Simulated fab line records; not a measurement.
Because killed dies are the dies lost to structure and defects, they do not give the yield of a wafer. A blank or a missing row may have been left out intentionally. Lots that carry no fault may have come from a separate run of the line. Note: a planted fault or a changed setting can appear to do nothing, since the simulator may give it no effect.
Which tool was responsible? :: flow nand-harc :: Sampling: 12 lots, 36 wafers, 6 of 1302 route steps

== WHAT EACH GAUGE READ, for each wafer ==
NHARC_A_SOURCE_PLATE_INSPECT_08. Usual: raw-defect-count at 65, with a standard deviation of 28.
lot: L706
measured: day 8 15:43
on: defect-inspect-02
raw-defect-count: 31 33 51
flag: 

lot: L707
measured: day 8 21:55
on: defect-inspect-02
raw-defect-count: 63 99 63
flag: 

lot: L709
measured: day 9 18:54
on: defect-inspect-01
raw-defect-count: 89 76 80
flag: 

lot: L710
measured: day 10 02:46
on: defect-inspect-02
raw-defect-count: 87 92 51
flag: 

lot: L715
measured: day 12 03:09
on: defect-inspect-02
raw-defect-count: 50 41 44
flag: 

lot: L717
measured: day 13 00:36
on: defect-inspect-02
raw-defect-count: 87 65 49
flag: 

lot: L718
measured: day 13 22:30
on: defect-inspect-02
raw-defect-count: 78 43 30
flag: 

lot: L719
measured: day 13 22:28
on: defect-inspect-01
raw-defect-count: 69 35 64
flag: 

lot: L721
measured: day 14 09:26
on: defect-inspect-02
raw-defect-count: 45 45 61
flag: 

lot: L723
measured: day 15 19:41
on: defect-inspect-02
raw-defect-count: 58 58 119
flag: 

lot: L724
measured: day 16 04:50
on: defect-inspect-02
raw-defect-count: 84 51 51
flag: 

lot: L725
measured: day 16 17:00
on: defect-inspect-02
raw-defect-count: 56 50 37
flag: 

NHARC_A_ONON_D1_THK_MEAS_21: measures by ellipsometry. Usual: thk-nm at 1001 nm, with a standard deviation of 11.
lot: L706
measured: day 9 05:26
on: film-metro-01
thk-nm (nm): 1006 1004 1009
flag: 

lot: L707
measured: day 9 10:31
on: film-metro-01
thk-nm (nm): 1000 1000 1000
flag: 

lot: L709
measured: day 10 07:58
on: film-metro-02
thk-nm (nm): 1254 1255 1255
flag: OFF

lot: L710
measured: day 10 14:11
on: film-metro-02
thk-nm (nm): 1274 1275 1274
flag: OFF

lot: L715
measured: day 12 15:46
on: film-metro-02
thk-nm (nm): 1006 1006 1005
flag: 

lot: L717
measured: day 13 11:49
on: film-metro-02
thk-nm (nm): 980 980 983
flag: 

lot: L718
measured: day 14 10:32
on: film-metro-01
thk-nm (nm): 1010 1009 1005
flag: 

lot: L719
measured: day 14 10:40
on: film-metro-02
thk-nm (nm): 993 993 994
flag: 

lot: L721
measured: day 14 21:10
on: film-metro-02
thk-nm (nm): 1011 1014 1013
flag: 

lot: L723
measured: day 16 06:50
on: film-metro-02
thk-nm (nm): 1022 1021 1022
flag: 

lot: L724
measured: day 16 16:07
on: film-metro-01
thk-nm (nm): 996 995 995
flag: 

lot: L725
measured: day 17 04:11
on: film-metro-02
thk-nm (nm): 993 991 992
flag: 

NHARC_END_SORT_01. Usual: killed-at-array 58, standard deviation 20; killed-at-other 0.9, standard deviation 1.4; killed-at-periphery 4, standard deviation 3.1; killed-dies 63, standard deviation 20; killed-open 3.3, standard deviation 1.8; killed-short 2.4, standard deviation 1.5.
lot: L709
measured: day 26 13:55
on: prober-02
killed-at-array: 675 676 677
killed-at-other: 1 0 0
killed-at-periphery: 1 1 0
killed-dies: 677 677 677
killed-open: 4 4 0
killed-short: 3 6 5
flag: OFF

lot: L710
measured: day 27 10:08
on: prober-02
killed-at-array: 676 674 675
killed-at-other: 1 2 1
killed-at-periphery: 0 1 1
killed-dies: 677 677 677
killed-open: 4 5 5
killed-short: 3 7 2
flag: OFF

== WHICH TOOL RAN EACH LOT (tool, then ch and the chambers of the sampled wafers, then the start) ==
lot: L706
NHARC_A_ZERO_WELL_RTA_16: rtp-anneal-02 ch 0, day 7 19:09
NHARC_A_ONON_D1_DEP_19: pecvd-onon-04 ch 0, day 9 04:59
NHARC_A_ONON_D1_DEP_33: pecvd-04 ch 0,2, day 9 07:22

lot: L707
NHARC_A_ZERO_WELL_RTA_16: rtp-anneal-02 ch 0, day 8 00:59
NHARC_A_ONON_D1_DEP_19: pecvd-onon-03 ch 0, day 9 10:10
NHARC_A_ONON_D1_DEP_33: pecvd-02 ch 0,1,2, day 9 12:25

lot: L709
NHARC_A_ZERO_WELL_RTA_16: rtp-anneal-02 ch 0, day 8 21:15
NHARC_A_ONON_D1_DEP_19: pecvd-onon-04 ch 0, day 10 07:27
NHARC_A_ONON_D1_DEP_33: pecvd-03 ch 0,1,2, day 10 09:45

lot: L710
NHARC_A_ZERO_WELL_RTA_16: rtp-anneal-02 ch 0, day 9 05:01
NHARC_A_ONON_D1_DEP_19: pecvd-onon-04 ch 0, day 10 13:44
NHARC_A_ONON_D1_DEP_33: pecvd-03 ch 0,1, day 10 15:59

lot: L715
NHARC_A_ZERO_WELL_RTA_16: rtp-anneal-02 ch 0, day 11 06:44
NHARC_A_ONON_D1_DEP_19: pecvd-onon-03 ch 0, day 12 15:19
NHARC_A_ONON_D1_DEP_33: pecvd-02 ch 0,1,2, day 12 17:32

lot: L717
NHARC_A_ZERO_WELL_RTA_16: rtp-anneal-02 ch 0, day 12 04:32
NHARC_A_ONON_D1_DEP_19: pecvd-onon-03 ch 0, day 13 11:26
NHARC_A_ONON_D1_DEP_33: pecvd-03 ch 0,1,2, day 13 13:34

lot: L718
NHARC_A_ZERO_WELL_RTA_16: rtp-anneal-02 ch 0, day 12 22:09
NHARC_A_ONON_D1_DEP_19: pecvd-onon-02 ch 0, day 14 10:08
NHARC_A_ONON_D1_DEP_33: pecvd-02 ch 1,2, day 14 12:41

lot: L719
NHARC_A_ZERO_WELL_RTA_16: rtp-anneal-01 ch 0, day 12 23:20
NHARC_A_ONON_D1_DEP_19: pecvd-onon-03 ch 0, day 14 10:09
NHARC_A_ONON_D1_DEP_33: pecvd-03 ch 0,1, day 14 12:44

lot: L721
NHARC_A_ZERO_WELL_RTA_16: rtp-anneal-01 ch 0, day 13 14:04
NHARC_A_ONON_D1_DEP_19: pecvd-onon-03 ch 0, day 14 20:46
NHARC_A_ONON_D1_DEP_33: pecvd-04 ch 1,2, day 14 22:58

lot: L723
NHARC_A_ZERO_WELL_RTA_16: rtp-anneal-02 ch 0, day 15 00:42
NHARC_A_ONON_D1_DEP_19: pecvd-onon-04 ch 0, day 16 06:30
NHARC_A_ONON_D1_DEP_33: pecvd-02 ch 0,1,2, day 16 08:44

lot: L724
NHARC_A_ZERO_WELL_RTA_16: rtp-anneal-02 ch 0, day 15 05:24
NHARC_A_ONON_D1_DEP_19: pecvd-onon-03 ch 0, day 16 15:36
NHARC_A_ONON_D1_DEP_33: pecvd-04 ch 1,2, day 16 17:53

lot: L725
NHARC_A_ZERO_WELL_RTA_16: rtp-anneal-01 ch 0, day 15 17:32
NHARC_A_ONON_D1_DEP_19: pecvd-onon-04 ch 0, day 17 03:44
NHARC_A_ONON_D1_DEP_33: pecvd-02 ch 0,2, day 17 05:56
- NHARC_A_ZERO_WELL_RTA_16: time 10 s.
- NHARC_A_ONON_D1_DEP_19: target thk 1000 nm.
- NHARC_A_ONON_D1_DEP_33: deposits SiO2, target thk 200 nm.

== AS READ BY THE TOOLS THEMSELVES (means over the sampled wafers that have a number; for cases with no such wafer, the mark the record gives instead) ==
NHARC_A_ZERO_WELL_RTA_16. Usual: anneal-temp-c-max 1004.5, standard deviation 1.1; lamp-power-pct 30.2 %, standard deviation 1.2; lamp_zone_7_pct 30.7 %, standard deviation 1.3; wafer_temp_C_max 1003.5, standard deviation 1.1.
lot: L706
tool: rtp-anneal-02
anneal-temp-c-max: 1004.5
lamp-power-pct (%): 31.2
lamp_zone_7_pct (%): 31.6
wafer_temp_C_max: 1003.2
flag: 

lot: L707
tool: rtp-anneal-02
anneal-temp-c-max: 1004.6
lamp-power-pct (%): 31.2
lamp_zone_7_pct (%): 31.6
wafer_temp_C_max: 1002.8
flag: 

lot: L709
tool: rtp-anneal-02
anneal-temp-c-max: 1005.4
lamp-power-pct (%): 31.1
lamp_zone_7_pct (%): 31.7
wafer_temp_C_max: 1002.8
flag: 

lot: L710
tool: rtp-anneal-02
anneal-temp-c-max: 1005.6
lamp-power-pct (%): 31.2
lamp_zone_7_pct (%): 31.6
wafer_temp_C_max: 1003.1
flag: 

lot: L715
tool: rtp-anneal-02
anneal-temp-c-max: 1005.0
lamp-power-pct (%): 31.1
lamp_zone_7_pct (%): 31.6
wafer_temp_C_max: 1003.0
flag: 

lot: L717
tool: rtp-anneal-02
anneal-temp-c-max: 1004.6
lamp-power-pct (%): 31.2
lamp_zone_7_pct (%): 31.6
wafer_temp_C_max: 1002.4
flag: 

lot: L718
tool: rtp-anneal-02
anneal-temp-c-max: 1005.2
lamp-power-pct (%): 31.1
lamp_zone_7_pct (%): 31.7
wafer_temp_C_max: 1002.2
flag: 

lot: L719
tool: rtp-anneal-01
anneal-temp-c-max: 1004.3
lamp-power-pct (%): 28.6
lamp_zone_7_pct (%): 29.0
wafer_temp_C_max: 1004.1
flag: 

lot: L721
tool: rtp-anneal-01
anneal-temp-c-max: 1003.3
lamp-power-pct (%): 28.6
lamp_zone_7_pct (%): 29.1
wafer_temp_C_max: 1005.4
flag: 

lot: L723
tool: rtp-anneal-02
anneal-temp-c-max: 1004.8
lamp-power-pct (%): 31.2
lamp_zone_7_pct (%): 31.7
wafer_temp_C_max: 1002.8
flag: 

lot: L724
tool: rtp-anneal-02
anneal-temp-c-max: 1005.5
lamp-power-pct (%): 31.2
lamp_zone_7_pct (%): 31.7
wafer_temp_C_max: 1003.3
flag: 

lot: L725
tool: rtp-anneal-01
anneal-temp-c-max: 1004.1
lamp-power-pct (%): 28.6
lamp_zone_7_pct (%): 29.1
wafer_temp_C_max: 1003.7
flag: 

NHARC_A_ONON_D1_DEP_19. Usual: nh3-flow-sccm at 500.0 sccm, with a standard deviation of 1.5.
lot: L706
tool: pecvd-onon-04
nh3-flow-sccm (sccm): 500.6
flag: 

lot: L707
tool: pecvd-onon-03
nh3-flow-sccm (sccm): 500.5
flag: 

lot: L709
tool: pecvd-onon-04
nh3-flow-sccm (sccm): 500.5
flag: 

lot: L710
tool: pecvd-onon-04
nh3-flow-sccm (sccm): 500.7
flag: 

lot: L715
tool: pecvd-onon-03
nh3-flow-sccm (sccm): 498.7
flag: 

lot: L717
tool: pecvd-onon-03
nh3-flow-sccm (sccm): 499.6
flag: 

lot: L718
tool: pecvd-onon-02
nh3-flow-sccm (sccm): 499.3
flag: 

lot: L719
tool: pecvd-onon-03
nh3-flow-sccm (sccm): 498.2
flag: 

lot: L721
tool: pecvd-onon-03
nh3-flow-sccm (sccm): 501.2
flag: 

lot: L723
tool: pecvd-onon-04
nh3-flow-sccm (sccm): 500.4
flag: 

lot: L724
tool: pecvd-onon-03
nh3-flow-sccm (sccm): 500.4
flag: 

lot: L725
tool: pecvd-onon-04
nh3-flow-sccm (sccm): 499.6
flag: 

NHARC_A_ONON_D1_DEP_33. Usual: heater-power-w 532 W, standard deviation 68; throttle-valve-pct 15.7 %, standard deviation 0.57.
lot: L706
tool: pecvd-04
heater-power-w (W): 499
throttle-valve-pct (%): 16.1
flag: 

lot: L707
tool: pecvd-02
heater-power-w (W): 517
throttle-valve-pct (%): 16.3
flag: 

lot: L709
tool: pecvd-03
heater-power-w (W): 588
throttle-valve-pct (%): 15.3
flag: 

lot: L710
tool: pecvd-03
heater-power-w (W): 571
throttle-valve-pct (%): 15.3
flag: 

lot: L715
tool: pecvd-02
heater-power-w (W): 567
throttle-valve-pct (%): 16.1
flag: 

lot: L717
tool: pecvd-03
heater-power-w (W): 600
throttle-valve-pct (%): 15.6
flag: 

lot: L718
tool: pecvd-02
heater-power-w (W): 579
throttle-valve-pct (%): 16.4
flag: 

lot: L719
tool: pecvd-03
heater-power-w (W): 541
throttle-valve-pct (%): 15.1
flag: 

lot: L721
tool: pecvd-04
heater-power-w (W): 404
throttle-valve-pct (%): 15.9
flag: 

lot: L723
tool: pecvd-02
heater-power-w (W): 551
throttle-valve-pct (%): 16.1
flag: 

lot: L724
tool: pecvd-04
heater-power-w (W): 430
throttle-valve-pct (%): 16.0
flag: 

lot: L725
tool: pecvd-02
heater-power-w (W): 537
throttle-valve-pct (%): 16.1
flag: 

== THE ANSWER, worked out from the rows above alone ==
Rule: a lot is off if the mean of its wafers that have a number lies more than 3 standard deviations from the usual mean. A lot without any number at a reading at which 4 lots or more have one is off too. All remaining lots with rows at the step are treated as sound. After the gauges, taken in route order, come the tools' own readings; for these a lot's mean is taken, as printed above. The first step at which some lot is off is used, and at that step the reading that is off furthest; a lot without a number counts as furthest.
Off: L709, L710, at NHARC_A_ONON_D1_THK_MEAS_21 (thk-nm).
If a tool, at a process step before that reading, ran all the lots that are off and no sound lot after the first of them, it fits. The gauges at NHARC_A_ONON_D1_THK_MEAS_21 aren't tried: what is off there is off at NHARC_END_SORT_01 too, on other tools, and a gauge's error can't cause that. No candidate that was tried fits.

== WHAT THE SIMULATOR HAD PUT IN ==
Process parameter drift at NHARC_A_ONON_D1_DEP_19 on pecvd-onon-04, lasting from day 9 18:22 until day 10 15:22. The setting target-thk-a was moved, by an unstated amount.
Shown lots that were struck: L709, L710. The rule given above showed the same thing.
